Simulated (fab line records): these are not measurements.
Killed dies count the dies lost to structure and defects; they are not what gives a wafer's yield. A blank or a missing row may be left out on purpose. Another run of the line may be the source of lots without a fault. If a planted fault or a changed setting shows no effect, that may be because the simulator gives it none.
fab line records	flow nand_harc
[record] lots = 6	wafers = 18	last_day = 33
route steps=1302 shown P_GATE@127
lots with no fault: from the same line, run without faults
start_h: the number of hours between the record's first day and the start of the first shown wafer of the lot	wait_h: hours elapsed since this lot's preceding step	" same as the row above	L1.1+2: several wafers, shown together as one row	- no value present, or no start provided	* or withheld: withheld	< > ~ a bound
route shown NAME@n: NAME is a module with steps in the file, n the number in the route of the first one	usual: average and standard deviation across the fault-free wafers	same: alike in all rows	chamber/n: place in a boat	sites: the reading at each site	_std_site: the values' standard deviation	_edge_site: outer sites' mean less inner sites'	radius_mm: for every site, how far away it sits from the centre of the wafer	mask NAME#n: copy n	behind: tool/chamber where the wafer was last shaped	hold: cause of the lot's hold/its duration in hours/its outcome	device: names the non-switching transistor (n, p or np)	end of line: the route-end tests of the same wafers	a step given without rows: its recipe and nothing more	killed: count of dies lost to structure and defects at first sort (not the wafer's yield)	map: a wafer's dies, x killed, . not, _ none there
set.NAME: setting as actually run; set.NAME@STEP: the setting as run at that earlier step	model.NAME: the simulator's own value behind a step, which no gauge read
lots seen at some steps along the route; tables by step, rows by wafer
services: the hour from which a tool's chamber was out of use, counted from the record's first day as start_h (under 0 if before that day), plus the number of hours and why
[[steps]]
[step NHARC_P_GATE_PRECLEAN_71]
[recipe] time_s = *	temp_c = 50	bath_age_min = 0	chemistry = SC1
[step NHARC_P_GATE_SRD_72]
[step NHARC_P_GATE_OXIDE_16]
[recipe] target_thk_a = 30	temp_c = 875	ox_time_s = 392	material = SiO2
[step NHARC_P_GATE_CVD_17]
[recipe] target_thk_a = 1500	temp_c = 620	time_s = 900	material = poly-Si
[step NHARC_P_GATE_HM_DEP_102]
[recipe] target_thk_a = 1200	temp_c = 400	material = aC
[usual] throttle_valve_pct = 34.999/0.0092
lot.wafer	tool	chamber	start_h	wait_h	throttle_valve_pct
L390.3	acl_dep-01	0	141.57	0.6	34.981
L390.4	"	0	"	"	34.991
L390.5	"	0	"	"	34.993
L396.4	acl_dep-03	0	204.37	2.1	34.992
L396.5	"	0	"	"	35.004
L396.6	"	0	"	"	34.986
L405.1	acl_dep-01	0	296.85	3.1	35.000
L405.3	"	0	"	"	35.004
L405.6	"	0	"	"	34.985
L406.3	acl_dep-02	0	302.21	0.6	34.991
L406.4	"	0	"	"	35.005
L406.6	"	0	"	"	35.004
L407.1	acl_dep-03	0	319.83	5.5	34.995
L407.2	"	0	"	"	35.007
L407.4	"	0	"	"	35.013
L408.4	acl_dep-02	0	321.47	0.7	35.018
L408.5	"	0	"	"	35.007
L408.6	"	0	"	"	34.988
[step NHARC_P_GATE_DEP_103]
[recipe] target_thk_a = 300	target_thk_nm = 30	temp_c = 400	flow_sccm = 200	rf_w = 350	material = SiON
[usual] heater_power_outer_w = 453/58	heater_power_w = 759/76	rf_fwd_power_W = 348.2/1.1
lot.wafer	tool	chamber	start_h	wait_h	heater_power_outer_w	heater_power_w	rf_fwd_power_W
L390.3	pecvd-01	1	142.02	0.3	474	771	346.8
L390.5	"	1	"	"	474	800	347.4
L390.4	"	2	"	"	466	725	348.8
L396.5	pecvd-02	2	204.82	0.2	398	659	348.6
L396.6	"	0	"	"	455	740	346.5
L396.4	"	1	"	"	487	759	349.4
L405.1	pecvd-02	2	297.52	0.6	351	580	349.9
L405.3	"	0	"	"	497	835	348.7
L405.6	"	2	"	"	353	590	349.0
L406.3	pecvd-01	1	302.66	0.3	493	800	349.2
L406.4	"	1	"	"	485	799	348.0
L406.6	"	0	"	"	528	841	347.7
L407.1	pecvd-02	0	320.50	0.6	436	766	346.3
L407.2	"	2	"	"	323	549	350.2
L407.4	"	0	"	"	430	757	346.3
L408.5	pecvd-01	2	321.90	0.2	462	757	348.6
L408.4	"	0	"	"	481	819	347.9
L408.6	"	1	"	"	442	726	346.8
[step NHARC_P_GATE_DEHYDRATE_18]
[recipe] temp_c = 150	time_s = 120
[step NHARC_P_GATE_HMDS_19]
[recipe] time_s = 30
[step NHARC_P_GATE_COAT_20]
[recipe] spin_rpm = 1500	resist_thk_nm = 90
[step NHARC_P_GATE_SOFTBAKE_21]
[recipe] temp_c = 105	time_s = 55
[step NHARC_P_GATE_EBR_22]
[step NHARC_P_GATE_EXPOSE_23]
[recipe] na = 1.35	target_cd_nm = 120	dose_mj = 93.91	mask_id = P_GATE
[step NHARC_P_GATE_PEB_24]
[recipe] peb_temp_c = 100	peb_time_s = 65
[usual] heater_power_total_W = 156.7/0.41	plate_temp_C = 99.98/0.11
lot.wafer	tool	chamber	start_h	wait_h	heater_power_total_W	plate_temp_C
L390.3	litho_track-04	0	142.61	0.0	156.4	100.17
L390.4	"	0	"	"	156.8	99.91
L390.5	"	0	"	"	157.0	100.07
L396.4	litho_track-01	0	205.22	0.1	157.1	100.03
L396.5	"	0	"	"	157.2	100.09
L396.6	"	0	"	"	157.0	100.00
L405.1	litho_track-01	0	298.08	0.1	146.6	95.47
L405.3	"	0	"	"	146.4	95.71
L405.6	"	0	"	"	147.4	95.51
L406.3	litho_track-01	0	303.14	0.0	147.3	95.68
L406.4	"	0	"	"	146.5	95.45
L406.6	"	0	"	"	147.1	95.50
L407.1	litho_track-06	0	321.06	0.1	157.1	99.98
L407.2	"	0	"	"	157.1	100.04
L407.4	"	0	"	"	156.3	100.10
L408.4	litho_track-04	0	322.42	0.0	156.2	99.94
L408.5	"	0	"	"	155.9	100.13
L408.6	"	0	"	"	156.1	99.87
[step NHARC_P_GATE_DEVELOP_25]
[recipe] develop_time_s = 35	dev_temp_c = 23
[step NHARC_P_GATE_CD_MEAS_26]
[recipe] target_cd_nm = 120	landing_energy_ev = 500
[usual] cd_nm = 119.8/0.9
lot.wafer	tool	chamber	start_h	wait_h	cd_nm
L390.3	cd_sem-02	0	142.70	-	119.1
L390.4	"	0	"	"	120.0
L390.5	"	0	"	"	120.0
L396.4	cd_sem-02	0	205.31	-	120.5
L396.5	"	0	"	"	121.2
L396.6	"	0	"	"	120.3
L405.1	cd_sem-02	0	298.16	-	139.4
L405.3	"	0	"	"	138.0
L405.6	"	0	"	"	138.3
L406.3	cd_sem-01	0	303.22	-	138.5
L406.4	"	0	"	"	138.1
L406.6	"	0	"	"	138.4
L407.1	cd_sem-01	0	321.13	-	118.2
L407.2	"	0	"	"	117.8
L407.4	"	0	"	"	118.1
L408.4	cd_sem-02	0	322.50	-	119.7
L408.5	"	0	"	"	119.6
L408.6	"	0	"	"	119.5
[step NHARC_P_GATE_OVL_MEAS_27]
[usual] overlay_x_nm = 0.0/0.83	overlay_y_nm = -0.2/0.9
lot.wafer	tool	chamber	start_h	wait_h	overlay_x_nm	overlay_y_nm
L390.3	overlay-01	-	142.78	-	-0.3	0.5
L390.4	"	-	"	"	-0.4	0.2
L390.5	"	-	"	"	-0.4	0.0
L396.4	overlay-01	-	205.39	-	0.2	-0.3
L396.5	"	-	"	"	-0.5	-0.1
L396.6	"	-	"	"	-0.3	0.0
L405.1	overlay-01	-	298.24	-	0.3	1.3
L405.3	"	-	"	"	-0.2	1.0
L405.6	"	-	"	"	-0.5	1.4
L406.3	overlay-02	-	303.30	-	-1.5	-1.9
L406.4	"	-	"	"	-0.9	-2.0
L406.6	"	-	"	"	-1.0	-1.5
L407.1	overlay-02	-	321.22	-	-0.2	-0.3
L407.2	"	-	"	"	0.2	0.4
L407.4	"	-	"	"	0.1	0.2
L408.4	overlay-02	-	322.58	-	0.8	-0.6
L408.5	"	-	"	"	1.1	0.2
L408.6	"	-	"	"	0.8	-0.1
[step NHARC_P_GATE_INSPECT_28]
[usual] raw_defect_count = 6/3
lot.wafer	tool	chamber	start_h	wait_h	raw_defect_count
L390.3	defect_inspect-01	-	142.82	0.0	4
L390.4	"	-	"	"	5
L390.5	"	-	"	"	3
L396.4	defect_inspect-02	-	205.42	0.0	6
L396.5	"	-	"	"	7
L396.6	"	-	"	"	3
L405.1	defect_inspect-02	-	298.28	0.0	5
L405.3	"	-	"	"	1
L405.6	"	-	"	"	5
L406.3	defect_inspect-02	-	303.34	0.0	12
L406.4	"	-	"	"	7
L406.6	"	-	"	"	10
L407.1	defect_inspect-01	-	321.26	0.0	9
L407.2	"	-	"	"	7
L407.4	"	-	"	"	6
L408.4	defect_inspect-01	-	322.62	0.0	10
L408.5	"	-	"	"	4
L408.6	"	-	"	"	5
[step NHARC_P_GATE_DESCUM_31]
[recipe] time_s = 3	o2_flow_sccm = 200	ar_flow_sccm = 0	bias_power_w = 0	chemistry = O2
[usual] drypump_motor_current_A = 5.6/0.46	oes_product_au = 0.999/0.012	rf_vpp_V = 57.7/0.84	showerhead_plenum_p_Torr = 1.91/0.07	throttle_valve_pct = 11.311/0.009
lot.wafer	tool	chamber	start_h	wait_h	drypump_motor_current_A	oes_product_au	rf_hours_counter_h	rf_vpp_V	showerhead_plenum_p_Torr	throttle_valve_pct	model.P_GATE.cd_nm
L390.3	rie_diel-08	1	142.90	0.1	6.2	1.012	10	58.6	1.93	11.326	119
L390.5	"	2	"	"	4.6	1.014	-	56.7	1.83	11.308	119.6
L390.4	"	1	"	"	6.2	1.009	-	57.7	1.93	11.325	120.3
L396.4	rie_diel-11	0	205.48	0.1	6.1	0.996	6	57.0	1.86	11.311	121
L396.6	"	0	"	"	6.1	0.995	-	57.2	1.86	11.317	120.3
L396.5	"	1	"	"	6.0	1.000	-	57.7	1.89	11.321	120.6
L405.1	rie_diel-08	3	298.34	0.1	5.7	0.984	5	57.2	1.91	11.326	139.1
L405.3	"	0	"	"	5.5	0.987	5	56.0	1.78	11.317	138.8
L405.6	"	3	"	"	5.7	0.991	-	58.0	1.91	11.321	137.8
L406.3	rie_diel-04	0	303.40	0.1	5.1	0.996	8	58.8	1.99	11.313	138.8
L406.4	"	2	"	"	5.4	1.015	8	57.2	1.87	11.295	137.7
L406.6	"	1	"	"	5.7	1.007	-	58.8	1.98	11.319	137.8
L407.2	rie_diel-11	2	321.32	0.1	5.8	1.001	3	57.6	1.91	11.290	117.9
L407.1	"	0	"	"	6.1	0.996	4	57.8	1.85	11.317	118.8
L407.4	"	1	"	"	6.0	0.994	4	57.3	1.89	11.307	118.7
L408.4	rie_diel-08	3	322.69	0.1	5.7	0.992	7	58.5	1.91	11.307	119.1
L408.5	"	1	"	"	6.2	0.994	-	58.1	1.93	11.298	120.2
L408.6	"	2	"	"	4.6	1.010	-	57.1	1.83	11.319	119
[step NHARC_P_GATE_ETCH_104]
[recipe] target_depth_a = 600	time_s = withheld	cf4_flow_sccm = 100	chf3_flow_sccm = 30	ar_flow_sccm = 0	rf_w = 500	bias_w = 200	chemistry = CF4/CHF3
[step NHARC_P_GATE_HM_OPEN_105]
[recipe] target_depth_a = 3600	o2_flow_sccm = 400	cos_flow_sccm = 20	ar_flow_sccm = 0	rf_w = 500	bias_w = 300	chemistry = O2/COS
[usual] drypump_motor_current_A = 5.6/0.46	oes_product_au = 0.999/0.013	rf_fwd_power_W = 498.0/1.5	rf_vpp_V = 467.1/2.5	showerhead_plenum_p_Torr = 3.12/0.11	throttle_valve_pct = 28.329/0.0091
lot.wafer	tool	chamber	start_h	wait_h	drypump_motor_current_A	oes_product_au	rf_fwd_power_W	rf_hours_counter_h	rf_vpp_V	showerhead_plenum_p_Torr	throttle_valve_pct
L390.3	rie_diel-08	2	-	-	4.6	1.005	499.2	10	464.6	3.00	28.342
L390.5	"	2	"	"	4.6	1.010	498.1	-	464.3	3.00	28.315
L390.4	"	3	"	"	5.7	1.000	494.8	-	466.1	3.12	28.322
L396.4	rie_diel-11	2	-	-	5.8	0.988	499.3	6	466.9	3.12	28.323
L396.5	"	2	"	"	5.8	0.989	498.3	-	466.9	3.12	28.330
L396.6	"	3	"	"	5.4	0.991	494.9	-	471.2	3.30	28.316
L405.3	rie_diel-08	1	-	-	6.2	1.013	498.4	6	470.3	3.15	28.317
L405.1	"	3	"	"	5.7	0.992	499.0	5	467.8	3.12	28.321
L405.6	"	0	"	"	5.5	0.989	498.6	-	462.0	2.92	28.335
L406.4	rie_diel-04	1	-	-	5.7	0.992	497.4	9	468.3	3.23	28.352
L406.3	"	2	"	"	5.4	1.017	497.8	8	465.9	3.06	28.342
L406.6	"	3	"	"	5.8	0.981	500.1	-	468.7	3.22	28.340
L407.1	rie_diel-11	3	-	-	5.3	0.983	494.2	2	470.5	3.30	28.325
L407.4	"	0	"	"	6.1	0.981	498.0	4	464.4	3.03	28.320
L407.2	"	1	"	"	6.1	0.990	499.6	4	468.6	3.09	28.333
L408.4	rie_diel-08	1	-	-	6.2	1.004	499.4	7	467.7	3.15	28.325
L408.6	"	0	"	"	5.5	0.995	498.3	-	463.1	2.91	28.323
L408.5	"	1	"	"	6.2	1.002	499.4	-	467.6	3.15	28.342
[step NHARC_P_GATE_STRIP_106]
[recipe] o2_flow_sccm = 400	cos_flow_sccm = 20	ar_flow_sccm = 0	bias_w = 0	chemistry = O2/COS
[step NHARC_P_GATE_ETCH_114]
[recipe] target_depth_a = 300	overetch_a = 30	time_s = 16.5	ion_energy_ev = 100	cf4_flow_sccm = 80	o2_flow_sccm = 20	ar_flow_sccm = 0	rf_w = 300	bias_w = 100	chemistry = CF4/O2
[usual] drypump_motor_current_A = 5.6/0.47	oes_o_777_au = 1.000/0.0046	oes_product_au = 0.998/0.013	rf_fwd_power_W = 294.3/1.5	rf_vpp_V = 197.7/1.3	showerhead_plenum_p_Torr = 1.33/0.048	throttle_valve_pct = 13.398/0.0089
lot.wafer	tool	chamber	start_h	wait_h	drypump_motor_current_A	oes_o_777_au	oes_product_au	rf_fwd_power_W	rf_hours_counter_h	rf_vpp_V	showerhead_plenum_p_Torr	throttle_valve_pct
L390.3	rie_diel-08	1	-	-	6.2	0.992	1.004	296.7	10	198.5	1.35	13.406
L390.4	"	1	"	"	6.2	0.996	1.014	294.7	-	198.2	1.35	13.398
L390.5	"	3	"	"	5.7	0.998	1.006	292.9	-	197.2	1.33	13.397
L396.4	rie_diel-11	2	-	-	5.8	0.998	0.989	293.3	6	197.6	1.33	13.400
L396.5	"	2	"	"	5.8	1.005	0.980	294.9	-	197.9	1.33	13.391
L396.6	"	3	"	"	5.3	0.998	0.989	292.5	-	199.7	1.41	13.401
L405.3	rie_diel-08	0	-	-	5.5	1.006	0.992	294.4	5	195.3	1.24	13.388
L405.1	"	2	"	"	4.6	0.991	0.999	291.1	5	197.3	1.28	13.386
L405.6	"	0	"	"	5.5	1.000	0.983	295.3	-	195.1	1.24	13.395
L406.3	rie_diel-04	3	-	-	5.8	1.004	0.992	297.8	5	199.2	1.38	13.389
L406.4	"	0	"	"	5.1	1.003	1.005	293.3	8	200.0	1.39	13.408
L406.6	"	0	"	"	5.1	1.002	1.008	292.7	-	200.3	1.39	13.379
L407.1	rie_diel-11	1	-	-	6.0	1.004	0.988	294.4	4	197.7	1.32	13.401
L407.4	"	2	"	"	5.8	1.001	0.987	295.3	3	198.2	1.33	13.398
L407.2	"	0	"	"	6.1	1.001	0.990	292.3	4	195.9	1.29	13.395
L408.4	rie_diel-08	3	-	-	5.7	1.003	0.989	291.3	7	195.7	1.33	13.385
L408.5	"	1	"	"	6.2	0.997	0.993	296.1	-	197.8	1.35	13.399
L408.6	"	2	"	"	4.6	0.993	1.018	293.4	-	196.0	1.28	13.404
[step NHARC_P_GATE_ETCH_32]
[recipe] target_depth_a = 1500	over_etch_frac = 1	over_etch_ion_energy_ev = 40	time_s = 100.1	hbr_flow_sccm = 150	cl2_flow_sccm = 50	rf_w = 400	icp_w = 400	bias_w = 100	chemistry = HBr/Cl2
[usual] drypump_motor_current_A = 5.7/0.53	he_backside_leak_sccm = 2.67/0.26	oes_product_au = 1.001/0.014	rf_fwd_power_W = 397.0/1.4	throttle_valve_pct = 26.406/0.0089
lot.wafer	tool	chamber	start_h	wait_h	drypump_motor_current_A	he_backside_leak_sccm	oes_product_au	rf_fwd_power_W	rf_hours_counter_h	throttle_valve_pct	model.P_GATE.cd_nm
L390.3	rie_si-01	3	143.47	-	5.7	2.55	1.016	397.6	0.83	26.406	121.6
L390.4	"	1	"	"	6.4	2.71	0.981	395.3	0.70	26.409	120.7
L390.5	"	3	"	"	5.7	2.58	1.006	396.6	-	26.417	121.1
L396.4	rie_si-01	0	205.94	-	6.0	2.31	1.027	394.5	0.01	26.404	121.1
L396.5	"	0	"	"	6.0	2.37	1.028	392.5	-	26.414	120
L396.6	"	1	"	"	6.4	3.06	1.000	395.9	-	26.390	123.4
L405.3	rie_si-01	2	298.82	-	5.8	2.75	1.000	397.8	0.51	26.407	138.3
L405.1	"	0	"	"	6.0	2.40	1.022	395.5	0.49	26.420	141.5
L405.6	"	1	"	"	6.5	3.07	1.004	397.6	-	26.393	143.8
L406.3	rie_si-03	2	303.88	-	5.1	2.54	1.014	395.7	0.53	26.419	134.6
L406.4	"	3	"	"	4.8	2.78	0.996	398.5	0.45	26.405	135.2
L406.6	"	2	"	"	5.0	2.57	0.997	395.2	-	26.414	134.9
L407.4	rie_si-03	1	321.78	-	5.6	2.89	0.998	397.4	0.79	26.408	109.9
L407.1	"	2	"	"	5.0	2.44	1.004	395.7	0.67	26.414	114.2
L407.2	"	0	"	"	6.5	2.85	0.991	395.2	0.64	26.401	116
L408.4	rie_si-05	1	323.15	-	5.9	3.06	0.983	397.0	0.04	26.408	118.1
L408.6	"	0	"	"	5.4	2.50	1.012	398.1	-	26.413	121.8
L408.5	"	1	"	"	5.9	2.97	0.984	397.3	-	26.398	119.1
[step NHARC_P_GATE_STRIP_108]
[recipe] o2_flow_sccm = 500	ar_flow_sccm = 0	bias_w = 0	chemistry = O2
[usual] drypump_motor_current_A = 5.6/0.44	oes_product_au = 0.997/0.012	rf_vpp_V = 57.7/0.82	showerhead_plenum_p_Torr = 3.52/0.12	throttle_valve_pct = 17.037/0.0097
lot.wafer	tool	chamber	start_h	wait_h	drypump_motor_current_A	oes_product_au	rf_hours_counter_h	rf_vpp_V	showerhead_plenum_p_Torr	throttle_valve_pct
L390.3	rie_diel-04	0	143.63	-	5.1	1.006	6	59.2	3.66	17.047
L390.4	"	3	"	"	5.8	0.981	-	57.1	3.64	17.043
L390.5	"	0	"	"	5.1	1.001	-	57.8	3.66	17.025
L396.4	rie_diel-04	0	206.16	-	5.1	0.992	-	56.7	3.66	17.042
L396.6	"	0	"	"	5.1	0.998	-	59.2	3.66	17.045
L396.5	"	3	"	"	5.8	0.994	-	56.8	3.64	17.045
L405.3	rie_diel-11	1	298.98	-	6.1	0.988	2	57.3	3.49	17.050
L405.1	"	2	"	"	5.8	0.972	1	57.6	3.52	17.039
L405.6	"	0	"	"	6.1	0.998	-	58.6	3.43	17.039
L406.3	rie_diel-08	0	304.04	-	5.5	0.992	5	57.5	3.30	17.043
L406.4	"	2	"	"	4.6	1.015	5	55.9	3.38	17.012
L406.6	"	0	"	"	5.5	0.983	-	58.4	3.30	17.034
L407.4	rie_diel-11	3	321.96	-	5.4	0.992	2	59.4	3.73	17.033
L407.2	"	0	"	"	6.1	1.003	4	56.0	3.42	17.028
L407.1	"	1	"	"	6.1	0.994	4	56.1	3.49	17.043
L408.4	rie_diel-11	2	323.30	-	5.8	0.989	3	56.9	3.52	17.034
L408.5	"	2	"	"	5.8	0.997	-	57.1	3.52	17.043
L408.6	"	3	"	"	5.3	0.980	-	57.6	3.73	17.048
[[services]]
tool	chamber	start_h	hours	kind
rie_diel-11	3	120.62	1.8	repair
rie_diel-04	1	132.03	14.0	repair
rie_diel-08	0	142.42	2.7	repair
litho_track-01	-	155.00	7.0	pm
pecvd-01	-	166.85	5.6	repair
rie_diel-04	-	177.90	9.0	pm
pecvd-01	-	180.31	1.0	repair
rie_diel-04	1	187.13	15.8	repair
pecvd-01	-	189.67	13.0	pm
rie_diel-08	-	190.80	9.0	pm
rie_si-01	-	193.00	9.0	pm
rie_diel-04	2	202.81	8.5	repair
rie_diel-04	1	203.94	5.0	repair
rie_diel-08	2	210.77	8.3	repair
rie_diel-08	1	212.70	6.9	repair
pecvd-02	-	214.97	0.5	repair
rie_diel-04	3	218.81	16.7	repair
rie_diel-08	2	220.33	8.0	repair
pecvd-02	-	227.13	13.0	pm
rie_diel-08	2	230.67	10.7	repair
rie_diel-08	0	252.25	7.6	repair
rie_diel-11	-	275.31	9.0	pm
pecvd-02	-	283.20	3.0	repair
pecvd-02	1	293.40	53.9	repair
[[key]]
[first_sign] step = NHARC_P_GATE_PEB_24	reading = plate_temp_C	direction = down	sigmas = 42	usual = *	struck = *
[effect] step = NHARC_P_GATE_PEB_24	reading = heater_power_total_W	direction = down	sigmas = 24	usual = *	struck = *
[effect] step = NHARC_P_GATE_CD_MEAS_26	reading = cd_nm	direction = up	sigmas = 21	usual = 119.8	struck = 138.4
[model_effect] step = NHARC_P_GATE_DESCUM_31	value = P_GATE.cd_nm	without = 120.7	struck = 138.3
[model_effect] step = NHARC_P_GATE_ETCH_32	value = P_GATE.cd_nm	without = 120.4	struck = 138.1
met_at NHARC_P_GATE_PEB_24
struck_wafers L405.1,L405.3,L405.6,L406.3,L406.4,L406.6
sort_left_out L405.1,L405.3,L405.6,L406.3,L406.4,L406.6
tester_left_out L405,L406
onset_between 205.22 298.08
[fault] kind = process_parameter_drift	tool = litho_track-01	chamber = -	onset_h = 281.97	steps = NHARC_P_GATE_PEB_24	channel = peb_temp_c	offset = *	shape = step	end_h = 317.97	acts_in = *	stated = *
// tester_left_out: of these lots the tester's yield and bins aren't shown, on N5 and GAA mostly nor the transistor test; their killed dies are dies lost to structure and defects alone, not to doping, threshold or leakage, so they don't give the yield
// sort_left_out: the simulated sort isn't trusted on such a fault, so these wafers' sort isn't shown, and their yield isn't known
